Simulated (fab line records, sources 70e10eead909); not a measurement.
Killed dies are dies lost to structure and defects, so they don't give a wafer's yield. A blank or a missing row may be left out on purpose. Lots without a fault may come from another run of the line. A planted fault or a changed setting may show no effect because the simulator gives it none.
fab line records | flow nand_harc
record lots=6 wafers=18 last_day=23
route steps=1159 shown A_STAIRCASE@549
lots that met no fault: from a run of the same line without faults
start_h: hours from the record's first day to the start of the lot's first wafer shown | wait_h: hours since the lot's step before | " the same as in the row above | L1.1+2: a row that stands for several wafers | - no value, or no start given | * or withheld: withheld | < > ~ a bound
route shown NAME@n: a module of which the file shows steps, and the number in the route of the first | usual: mean/standard deviation of fault-free wafers | same: alike in all rows | chamber/n: place in a boat | sites: the reading at each site | _std_site: their standard deviation | _edge_site: outer sites' mean less inner sites' | radius_mm: how far each site lies from the wafer's centre | mask NAME#n: copy n | behind: the tool/chamber that last shaped the wafer | hold: why the lot was held/for how many hours/how that ended | device: the transistor (n, p or np) that didn't switch | end of line: the same wafers' tests at the end of the route | a step without rows: its recipe alone | killed: dies lost to structure and defects at the first sort, not the wafer's yield | map: a wafer's dies, x killed, . not, _ none there
set.NAME: the setting as run; set.NAME@STEP: as run at that earlier step | model.NAME: the simulator's own value behind a step, which no gauge read
lots at some steps of the route; a table a step, a row a wafer
services: from which hour (start_h, from the record's first day; less than 0 if before it) a tool's chamber was out of use, for how many hours, and why
## steps
# step NHARC_A_STAIRCASE_ETCH_13
# recipe target_depth_a=1000 time_s=40.5 ion_energy_ev=400 c4f8_flow_sccm=20 o2_flow_sccm=10 ar_flow_sccm=withheld rf_w=600 bias_w=1000 chemistry=C4F8/O2
# usual oes_product_au=0.941/0.017 rf_vpp_V=898/4.7
# columns lot.wafer tool chamber start_h wait_h oes_product_au rf_hours_counter_h rf_vpp_V
L430.2 rie_diel-11 2 - - 0.932 19 900
L430.1 " 3 " " 0.921 20 897
L430.5 " 2 " " 0.935 - 900
L428.2 rie_diel-11 1 - - 0.952 20 903
L428.3 " 2 " " 0.973 21 898
L428.5 " 2 " " 0.971 - 901
L436.3 rie_diel-11 0 - - 0.935 40 888
L436.2 " 1 " " 0.942 39 900
L436.4 " 2 " " 0.933 39 900
L441.2 rie_diel-13 1 - - 0.917 8 902
L441.3 " 2 " " 0.954 7 904
L441.4 " 0 " " 0.938 8 905
L443.3 rie_diel-11 3 - - 0.910 49 896
L443.4 " 0 " " 0.943 51 887
L443.5 " 0 " " 0.941 - 888
L448.1 rie_diel-07 1 - - 0.932 42 895
L448.4 " 0 " " 0.946 41 893
L448.6 " 1 " " 0.926 - 894
# step NHARC_A_STAIRCASE_TRIM_14
# recipe time_s=211.2 o2_flow_sccm=500 ar_flow_sccm=0 bias_w=0 chemistry=O2
# step NHARC_A_STAIRCASE_ETCH_15
# recipe target_depth_a=1000 time_s=40.5 ion_energy_ev=400 c4f8_flow_sccm=20 o2_flow_sccm=10 ar_flow_sccm=withheld rf_w=600 bias_w=1000 chemistry=C4F8/O2
# step NHARC_A_STAIRCASE_TRIM_16
# recipe time_s=211.2 o2_flow_sccm=500 ar_flow_sccm=0 bias_w=0 chemistry=O2
# usual drypump_motor_current_A=6.0/0.36 oes_product_au=1.006/0.012 rf_vpp_V=57.9/0.91 run_length_s=232.5/0.5 showerhead_plenum_p_Torr=3.57/0.13 throttle_valve_pct=17.037/0.01
# columns lot.wafer tool chamber start_h wait_h drypump_motor_current_A oes_product_au rf_hours_counter_h rf_vpp_V run_length_s showerhead_plenum_p_Torr throttle_valve_pct
L430.1 rie_diel-11 1 - - 6.3 1.010 19 57.9 232.7 3.68 17.045
L430.2 " 3 " " 5.9 0.991 21 58.9 232.1 3.52 17.020
L430.5 " 0 " " 5.4 1.017 - 55.4 232.6 3.33 17.029
L428.2 rie_diel-11 0 - - 5.4 1.008 21 58.1 232.4 3.32 17.059
L428.3 " 1 " " 6.3 1.009 20 58.4 232.7 3.68 17.046
L428.5 " 1 " " 6.3 0.990 - 58.3 233.3 3.68 17.020
L436.4 rie_diel-11 1 - - 6.3 1.015 39 58.4 233.1 3.67 17.034
L436.3 " 2 " " 6.5 0.998 39 58.1 231.9 3.63 17.033
L436.2 " 3 " " 5.9 0.995 38 58.7 232.3 3.51 17.031
L441.3 rie_diel-13 0 - - 5.7 1.004 8 59.7 232.7 3.76 17.016
L441.2 " 1 " " 5.6 0.977 8 57.0 232.4 3.69 17.025
L441.4 " 2 " " 6.0 1.012 7 57.2 233.5 3.70 17.037
L443.4 rie_diel-11 3 - - 5.9 0.983 49 58.3 232.8 3.51 17.032
L443.3 " 0 " " 5.4 1.011 51 57.9 232.5 3.31 17.031
L443.5 " 2 " " 6.5 1.004 - 58.7 231.9 3.62 17.031
L448.1 rie_diel-07 0 - - 6.4 1.003 41 56.5 232.5 3.47 17.050
L448.4 " 1 " " 6.0 0.995 42 57.5 232.4 3.53 17.048
L448.6 " 0 " " 6.4 1.008 - 57.9 233.0 3.47 17.034
# step NHARC_A_STAIRCASE_ETCH_17
# recipe target_depth_a=1000 time_s=40.5 ion_energy_ev=400 c4f8_flow_sccm=20 o2_flow_sccm=10 ar_flow_sccm=withheld rf_w=600 bias_w=1000 chemistry=C4F8/O2
# step NHARC_A_STAIRCASE_TRIM_18
# recipe time_s=211.2 o2_flow_sccm=500 ar_flow_sccm=0 bias_w=0 chemistry=O2
# step NHARC_A_STAIRCASE_ETCH_19
# recipe target_depth_a=1000 time_s=40.5 ion_energy_ev=400 c4f8_flow_sccm=20 o2_flow_sccm=10 ar_flow_sccm=withheld rf_w=600 bias_w=1000 chemistry=C4F8/O2
# usual oes_product_au=0.946/0.013 rf_vpp_V=898/4.8
# columns lot.wafer tool chamber start_h wait_h oes_product_au rf_hours_counter_h rf_vpp_V
L430.1 rie_diel-11 0 - - 0.960 20 888
L430.2 " 1 " " 0.949 19 899
L430.5 " 3 " " 0.940 - 897
L428.2 rie_diel-11 0 - - 0.970 21 889
L428.3 " 1 " " 0.944 20 903
L428.5 " 2 " " 0.938 - 899
L436.3 rie_diel-11 0 - - 0.961 41 888
L436.2 " 1 " " 0.960 39 903
L436.4 " 2 " " 0.964 39 899
L441.2 rie_diel-13 3 - - 0.935 8 903
L441.4 " 0 " " 0.955 8 905
L441.3 " 1 " " 0.932 8 901
L443.4 rie_diel-11 0 - - 0.962 52 889
L443.3 " 1 " " 0.969 50 901
L443.5 " 3 " " 0.929 - 896
L448.4 rie_diel-07 0 - - 0.928 42 893
L448.1 " 1 " " 0.927 43 895
L448.6 " 2 " " 0.939 - 896
# step NHARC_A_STAIRCASE_TRIM_20
# recipe time_s=211.2 o2_flow_sccm=500 ar_flow_sccm=0 bias_w=0 chemistry=O2
# step NHARC_A_STAIRCASE_ETCH_21
# recipe target_depth_a=1000 time_s=40.5 ion_energy_ev=400 c4f8_flow_sccm=20 o2_flow_sccm=10 ar_flow_sccm=withheld rf_w=600 bias_w=1000 chemistry=C4F8/O2
# step NHARC_A_STAIRCASE_TRIM_22
# recipe time_s=211.2 o2_flow_sccm=500 ar_flow_sccm=0 bias_w=0 chemistry=O2
# usual drypump_motor_current_A=5.9/0.33 oes_product_au=1.005/0.014 rf_vpp_V=57.8/0.92 run_length_s=232.6/0.5 showerhead_plenum_p_Torr=3.60/0.12 throttle_valve_pct=17.036/0.0087
# columns lot.wafer tool chamber start_h wait_h drypump_motor_current_A oes_product_au rf_hours_counter_h rf_vpp_V run_length_s showerhead_plenum_p_Torr throttle_valve_pct
L430.1 rie_diel-11 2 - - 6.5 1.004 20 58.5 231.7 3.64 17.030
L430.2 " 3 " " 5.9 0.987 21 57.4 232.1 3.52 17.035
L430.5 " 2 " " 6.5 1.014 - 58.1 231.5 3.64 17.029
L428.2 rie_diel-11 3 - - 5.9 1.000 22 57.7 232.0 3.52 17.009
L428.3 " 0 " " 5.4 1.010 21 58.5 232.7 3.32 17.028
L428.5 " 1 " " 6.3 1.010 - 58.4 232.7 3.68 17.043
L436.4 rie_diel-11 2 - - 6.5 1.005 39 56.3 231.8 3.63 17.037
L436.3 " 3 " " 5.9 0.989 38 57.4 232.1 3.51 17.034
L436.2 " 1 " " 6.3 1.021 40 58.0 232.7 3.66 17.028
L441.3 rie_diel-13 3 - - 5.6 0.993 8 57.6 232.6 3.70 17.033
L441.2 " 0 " " 5.6 0.998 9 58.2 232.6 3.76 17.039
L441.4 " 1 " " 5.6 0.990 8 56.9 232.3 3.69 17.032
L443.3 rie_diel-11 1 - - 6.4 1.013 50 57.7 232.7 3.66 17.049
L443.4 " 2 " " 6.5 1.017 50 56.6 231.7 3.62 17.039
L443.5 " 0 " " 5.4 1.029 - 57.0 232.5 3.31 17.031
L448.4 rie_diel-13 2 - - 6.0 1.020 25 58.4 232.9 3.69 17.033
L448.1 " 0 " " 5.7 0.991 30 58.0 232.9 3.75 17.034
L448.6 " 2 " " 6.0 1.026 - 57.7 233.0 3.69 17.048
# step NHARC_A_STAIRCASE_ETCH_23
# recipe target_depth_a=1000 time_s=40.5 ion_energy_ev=400 c4f8_flow_sccm=20 o2_flow_sccm=10 ar_flow_sccm=withheld rf_w=600 bias_w=1000 chemistry=C4F8/O2
# step NHARC_A_STAIRCASE_TRIM_24
# recipe time_s=211.2 o2_flow_sccm=500 ar_flow_sccm=0 bias_w=0 chemistry=O2
# usual drypump_motor_current_A=5.9/0.34 oes_product_au=1.003/0.014 rf_vpp_V=57.8/0.78 run_length_s=232.6/0.44 showerhead_plenum_p_Torr=3.59/0.13 throttle_valve_pct=17.036/0.0078
# columns lot.wafer tool chamber start_h wait_h drypump_motor_current_A oes_product_au rf_hours_counter_h rf_vpp_V run_length_s showerhead_plenum_p_Torr throttle_valve_pct
L430.2 rie_diel-11 0 247.02 - 5.4 1.012 20 57.9 233.1 3.33 17.029
L430.1 " 1 " " 6.3 1.005 19 58.3 233.1 3.68 17.034
L430.5 " 0 " " 5.4 1.019 - 57.6 233.1 3.33 17.051
L428.3 rie_diel-11 1 250.89 - 6.3 1.010 21 58.7 233.3 3.68 17.037
L428.2 " 2 " " 6.5 1.011 22 58.6 231.4 3.64 17.035
L428.5 " 1 " " 6.3 1.018 - 58.9 233.0 3.68 17.035
L436.3 rie_diel-11 1 300.61 - 6.3 1.015 40 57.3 232.7 3.66 17.034
L436.2 " 2 " " 6.5 1.008 39 57.5 231.6 3.63 17.050
L436.4 " 0 " " 5.4 1.019 41 55.8 311.7 3.31 17.021
L441.3 rie_diel-13 3 314.06 - 5.7 0.983 8 58.1 232.7 3.70 17.031
L441.2 " 0 " " 5.6 1.005 9 57.8 232.6 3.76 17.024
L441.4 " 2 " " 6.0 1.019 8 58.9 232.8 3.70 17.044
L443.4 rie_diel-11 1 326.81 - 6.3 1.005 50 56.9 232.8 3.66 17.034
L443.3 " 3 " " 6.0 0.988 50 57.4 232.0 3.51 17.043
L443.5 " 0 " " 5.4 1.020 - 55.7 311.8 3.31 17.043
L448.1 rie_diel-13 2 360.91 - 6.0 1.024 25 58.8 232.9 3.69 17.046
L448.4 " 1 " " 5.6 0.991 29 59.0 232.4 3.68 17.034
L448.6 " 3 " " 5.6 0.989 - 58.1 232.9 3.69 17.041
# step NHARC_A_STAIRCASE_ETCH_25
# recipe target_depth_a=1000 time_s=40.5 ion_energy_ev=400 c4f8_flow_sccm=20 o2_flow_sccm=10 ar_flow_sccm=withheld rf_w=600 bias_w=1000 chemistry=C4F8/O2
# usual oes_product_au=0.945/0.013 rf_vpp_V=898/4.5
# columns lot.wafer tool chamber start_h wait_h oes_product_au rf_hours_counter_h rf_vpp_V
L430.2 rie_diel-11 3 - - 0.935 21 894
L430.1 " 1 " " 0.951 20 904
L430.5 " 3 " " 0.923 - 897
L428.2 rie_diel-11 1 - - 0.946 21 901
L428.3 " 2 " " 0.941 22 900
L428.5 " 3 " " 0.929 - 895
L436.3 rie_diel-11 1 - - 0.967 40 902
L436.2 " 2 " " 0.945 39 900
L436.4 " 3 " " 0.942 38 895
L441.2 rie_diel-13 0 - - 0.936 9 905
L441.4 " 1 " " 0.936 8 902
L441.3 " 2 " " 0.961 8 902
L443.4 rie_diel-11 2 - - 0.949 50 900
L443.3 " 0 " " 0.951 52 889
L443.5 " 1 " " 0.951 - 900
L448.4 rie_diel-13 0 - - 0.950 30 904
L448.1 " 1 " " 0.951 29 903
L448.6 " 3 " " 0.947 - 902
## services
# columns tool chamber start_h hours kind
rie_diel-11 0 223.20 - clean
rie_diel-11 1 223.20 - clean
rie_diel-11 2 223.20 - clean
rie_diel-11 3 223.20 - clean
rie_diel-07 - 228.27 9.0 pm
rie_diel-11 0 247.75 - clean
rie_diel-11 1 247.75 - clean
rie_diel-11 2 247.75 - clean
rie_diel-11 3 247.75 - clean
rie_diel-07 2 268.97 15.6 repair
rie_diel-11 0 272.31 - clean
rie_diel-11 1 272.31 - clean
rie_diel-11 2 272.31 - clean
rie_diel-11 3 272.31 - clean
rie_diel-13 - 276.32 9.0 pm
rie_diel-11 3 279.07 6.1 repair
rie_diel-11 0 297.30 - clean
rie_diel-11 1 297.30 - clean
rie_diel-11 2 297.30 - clean
rie_diel-11 3 297.30 - clean
rie_diel-13 - 315.34 0.5 repair
rie_diel-11 0 321.80 - clean
rie_diel-11 1 321.80 - clean
rie_diel-11 2 321.80 - clean
## key
first_sign step=NHARC_A_STAIRCASE_TRIM_24 reading=run_length_s direction=up sigmas=99+ usual=* struck=*
effect none on later readings
met_at NHARC_A_STAIRCASE_TRIM_24
struck_wafers L436.4,L443.5
later_rows_left_out L436.4,L443.5
sort_left_out L436.4,L443.5
tester_left_out L436,L443
onset_between 247.02 300.61
fault kind=process_parameter_drift tool=rie_diel-11 chamber=0 onset_h=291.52 steps=NHARC_A_STAIRCASE_TRIM_24 channel=time_s offset=* shape=step end_h=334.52 acts_in=* stated=*
# tester_left_out: of these lots the tester's yield and bins aren't shown, on N5 and GAA mostly nor the transistor test; their killed dies are dies lost to structure and defects alone, not to doping, threshold or leakage, so they don't give the yield
# sort_left_out: the simulated sort isn't trusted on such a fault, so these wafers' sort isn't shown, and their yield isn't known
# later_rows_left_out: the simulator's readings of these wafers behind a module that went badly wrong aren't trusted and aren't shown, but for the sort
